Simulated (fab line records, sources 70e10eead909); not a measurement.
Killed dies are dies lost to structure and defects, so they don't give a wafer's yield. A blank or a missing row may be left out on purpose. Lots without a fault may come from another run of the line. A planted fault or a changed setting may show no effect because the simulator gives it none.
Which tool did it? | flow nand_harc | 6 lots, 18 wafers sampled, at 5 steps of a route of 1159

WHAT THE GAUGES READ, wafer by wafer
NHARC_END_SORT_01.
lot  | measured     | on        | killed_at_array
L331 | day 22 03:17 | prober-01 | 330 19 16
L335 | day 23 13:11 | prober-02 | 32

WHICH TOOL RAN EACH LOT (tool, then ch and the chambers of the sampled wafers, then the start)
lot  | NHARC_A_STAIRCASE_CMP_152     | NHARC_THIN_TSV_STRIP_45              | NHARC_THIN_TSV_DEP_47           | NHARC_THIN_TSV_DEGAS_53
L321 | cmp-02 ch 1,2, day 13 22:45   | plasma_asher-01 ch 0,1, day 19 13:41 | pecvd-02 ch 0,2, day 19 14:28   | pvd_sputter-02, day 19 17:21
L331 | cmp-03 ch 0,1,3, day 16 06:28 | plasma_asher-02 ch 0, day 21 12:39   | pecvd-01 ch 0,2, day 21 13:32   | pvd_sputter-03, day 21 16:24
L334 | cmp-01 ch 0,1,3, day 17 13:35 | plasma_asher-02 ch 1, day 22 15:49   | pecvd-01 ch 0,1, day 22 16:34   | pvd_sputter-03, day 22 19:45
L335 | cmp-02 ch 0,1,2, day 17 18:59 | plasma_asher-02 ch 0,1, day 22 23:49 | pecvd-02 ch 0,1,2, day 23 00:37 | pvd_sputter-03, day 23 03:34
L338 | cmp-02 ch 0,2,3, day 18 09:30 | plasma_asher-02 ch 0,1, day 23 07:50 | pecvd-02 ch 0,2, day 23 08:35   | pvd_sputter-03, day 23 11:37
L342 | cmp-02 ch 1,3, day 19 01:44   | plasma_asher-01 ch 0,1, day 23 17:26 | pecvd-02 ch 0,1,2, day 23 18:20 | pvd_sputter-01, day 23 21:22
- NHARC_A_STAIRCASE_CMP_152: polishes.
- NHARC_THIN_TSV_STRIP_45: strips in O2.
- NHARC_THIN_TSV_DEP_47: deposits SiO2, target thk 200 nm.
- NHARC_THIN_TSV_DEGAS_53: time 60 s.

THE ANSWER, worked out from the rows above alone
Rule: what is usual is taken from the lots themselves. Put in order of their means at a reading, lots are off if they are a third of the lots or fewer, leave a main group of 4 or more, and stand apart from it by a gap of 3 or more times the standard deviation of the main group's means; of several such gaps the widest counts. A main group whose means are all the same, to the digits that the tables above print for the reading, isn't used. A lot without any number at a reading at which 4 lots or more have one is off too. The other lots that the step has rows for count as sound.
No lot is off at any reading shown: from this, nothing can be told.

WHAT THE SIMULATOR HAD PUT IN
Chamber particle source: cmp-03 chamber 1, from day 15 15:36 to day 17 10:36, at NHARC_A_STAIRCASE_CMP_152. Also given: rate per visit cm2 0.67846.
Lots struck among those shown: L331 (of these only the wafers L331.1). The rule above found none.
